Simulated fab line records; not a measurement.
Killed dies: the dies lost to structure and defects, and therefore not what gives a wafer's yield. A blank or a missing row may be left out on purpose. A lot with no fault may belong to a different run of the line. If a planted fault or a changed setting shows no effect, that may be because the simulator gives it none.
The tool behind it: which one? ; flow n5-finfet ; 14 lots with 42 wafers sampled at 4 steps, on a route of 1938 steps

WHAT EACH GAUGE READ, for each wafer
N5_BEOL_M9_CD_MEAS_11: the cd target is 64.1 nm. Usual: cd-nm 64.2 nm, standard deviation 0.59.
lot;measured;on;cd-nm (nm);flag
L500;day 10 17:02;cd-sem-02;65.3 64.5 64.4;
L504;day 12 17:44;cd-sem-01;62.9 64.5 64.6;
L503;day 12 21:01;cd-sem-01;62.5 64.3 63.4;
L505;day 13 14:55;cd-sem-01;63.5 63.8 64.9;
L509;day 14 17:51;cd-sem-03;- - -;OFF
L510;day 15 03:01;cd-sem-02;- - -;OFF
L515;day 15 18:22;cd-sem-01;65.6 64.3 64.2;
L514;day 16 18:47;cd-sem-01;64.6 64.8 64.7;
L518;day 16 22:07;cd-sem-01;63.8 64.2 63.4;
L520;day 17 00:20;cd-sem-01;64.5 64.4 63.7;
L519;day 17 00:34;cd-sem-03;64.0 63.3 63.9;
L521;day 17 04:15;cd-sem-01;64.4 64.5 64.7;
L522;day 17 04:57;cd-sem-02;64.7 64.0 64.6;
L523;day 17 09:36;cd-sem-01;64.5 64.2 64.3;

EACH LOT AND THE TOOL THAT RAN IT (in order: tool; ch and the chambers of the sampled wafers; start)
lot;N5_BEOL_M8_SURFACE_TREAT_79;N5_BEOL_M9_PECVD_70;N5_BEOL_M9_EXPOSE_08
L500;pvd-sputter-02, day 10 12:56;pecvd-01 ch 0,1, day 10 14:52;arfi-scanner-03 ch 0, day 10 16:55
L504;pvd-sputter-03, day 12 13:26;pecvd-03 ch 0,1,2, day 12 16:40;arfi-scanner-02 ch 0, day 12 17:37
L503;pvd-sputter-01, day 12 17:49;pecvd-04 ch 0,1,2, day 12 19:59;arfi-scanner-03 ch 0, day 12 20:53
L505;pvd-sputter-03, day 13 08:51;pecvd-01 ch 0,1, day 13 12:39;arfi-scanner-01 ch 0, day 13 14:47
L509;pvd-sputter-02, day 14 11:32;pecvd-04 ch 1,2, day 14 15:27;arfi-scanner-02, day 14 17:44
L510;pvd-sputter-03, day 14 23:20;pecvd-04 ch 0,1, day 15 02:05;arfi-scanner-02, day 15 02:53
L515;pvd-sputter-03, day 15 11:41;pecvd-04 ch 0,1, day 15 13:40;arfi-scanner-02 ch 0, day 15 18:14
L514;pvd-sputter-03, day 16 15:32;pecvd-03 ch 0,2, day 16 17:46;arfi-scanner-01 ch 0, day 16 18:40
L518;pvd-sputter-02, day 16 19:33;pecvd-03 ch 0,1, day 16 21:41;arfi-scanner-01 ch 0, day 16 21:59
L520;pvd-sputter-02, day 16 20:05;pecvd-01 ch 1,2, day 16 22:28;arfi-scanner-01 ch 0, day 17 00:12
L519;pvd-sputter-02, day 16 20:21;pecvd-01 ch 0,1, day 16 22:56;arfi-scanner-03 ch 0, day 17 00:26
L521;pvd-sputter-03, day 17 00:17;pecvd-04 ch 0,1, day 17 02:20;arfi-scanner-02 ch 0, day 17 04:08
L522;pvd-sputter-03, day 17 01:07;pecvd-04 ch 1,2, day 17 03:34;arfi-scanner-03 ch 0, day 17 04:50
L523;pvd-sputter-02, day 17 05:06;pecvd-01 ch 0,1, day 17 07:09;arfi-scanner-02 ch 0, day 17 09:28
- N5_BEOL_M8_SURFACE_TREAT_79
- N5_BEOL_M9_PECVD_70: deposits SiO2 from TEOS/O2, target thk 20 nm, time 22.7 s.
- N5_BEOL_M9_EXPOSE_08: exposes mask M9.

WHAT THE TOOLS THEMSELVES READ (means of the sampled wafers that have a number; where no wafer has one, the mark that the record gives instead)
N5_BEOL_M8_SURFACE_TREAT_79. Usual: ar-flow-sccm 29.99 sccm, standard deviation 0.089.
lot;tool;ar-flow-sccm (sccm);flag
L500;pvd-sputter-02;30.06;
L504;pvd-sputter-03;29.96;
L503;pvd-sputter-01;30.01;
L505;pvd-sputter-03;29.98;
L509;pvd-sputter-02;30.00;
L510;pvd-sputter-03;30.01;
L515;pvd-sputter-03;29.98;
L514;pvd-sputter-03;29.89;
L518;pvd-sputter-02;30.01;
L520;pvd-sputter-02;29.97;
L519;pvd-sputter-02;30.04;
L521;pvd-sputter-03;30.02;
L522;pvd-sputter-03;30.05;
L523;pvd-sputter-02;30.08;

N5_BEOL_M9_PECVD_70. Usual: chamber-pressure-Torr 5.500 Torr, standard deviation 0.013; heater-power-w 765 W, standard deviation 99; showerhead-plenum-p-Torr 8.79 Torr, standard deviation 0.057; throttle-valve-pct 22.4 %, standard deviation 1.4.
lot;tool;chamber-pressure-Torr (Torr);heater-power-w (W);showerhead-plenum-p-Torr (Torr);throttle-valve-pct (%);flag
L500;pecvd-01;5.505;820;8.77;20.9;
L504;pecvd-03;5.502;682;8.79;22.1;
L503;pecvd-04;5.496;747;8.82;23.6;
L505;pecvd-01;5.499;755;8.76;21.7;
L509;pecvd-04;5.503;774;8.87;23.5;
L510;pecvd-04;5.509;821;8.76;23.4;
L515;pecvd-04;5.505;832;8.80;24.3;
L514;pecvd-03;5.500;710;8.79;21.5;
L518;pecvd-03;5.511;734;8.76;23.0;
L520;pecvd-01;5.498;724;8.78;21.3;
L519;pecvd-01;5.499;768;8.77;20.8;
L521;pecvd-04;5.492;782;8.76;23.3;
L522;pecvd-04;5.500;780;8.87;23.5;
L523;pecvd-01;5.502;720;8.75;21.5;

N5_BEOL_M9_EXPOSE_08. Usual: exposure-dose-mJ-cm2 53.70, standard deviation 0.053.
lot;tool;exposure-dose-mJ-cm2;flag
L500;arfi-scanner-03;53.68;
L504;arfi-scanner-02;53.68;
L503;arfi-scanner-03;53.69;
L505;arfi-scanner-01;53.68;
L509;arfi-scanner-02;-;OFF
L510;arfi-scanner-02;-;OFF
L515;arfi-scanner-02;53.72;
L514;arfi-scanner-01;53.63;
L518;arfi-scanner-01;53.70;
L520;arfi-scanner-01;53.69;
L519;arfi-scanner-03;53.64;
L521;arfi-scanner-02;53.72;
L522;arfi-scanner-03;53.62;
L523;arfi-scanner-02;53.73;

THE ANSWER, worked out from the rows above alone
Rule: lot off if the mean of its wafers having a number is beyond 3 standard deviations from the usual mean. Also off: a lot with no number at a reading for which 4 or more lots have one. Any other lot the step has rows for is counted as sound. The gauges are gone through in route order, then the tools' own readings, and for those a lot's mean is taken as printed above. At the first step where some lot is off, the reading lying furthest off is the one used; lots without a number count as furthest.
Off, at N5_BEOL_M9_CD_MEAS_11 on cd-nm: L509, L510. Without a number there: L509, L510.
If a tool, at a process step before that reading, ran all the lots that are off and no sound lot after the first of them, it fits. Not tried: the gauges at N5_BEOL_M9_CD_MEAS_11; whatever is off there is also off at N5_BEOL_M9_EXPOSE_08, on other tools, and gauge error can't account for it. No candidate that was tried fits.

WHAT HAD BEEN PUT IN BY THE SIMULATOR
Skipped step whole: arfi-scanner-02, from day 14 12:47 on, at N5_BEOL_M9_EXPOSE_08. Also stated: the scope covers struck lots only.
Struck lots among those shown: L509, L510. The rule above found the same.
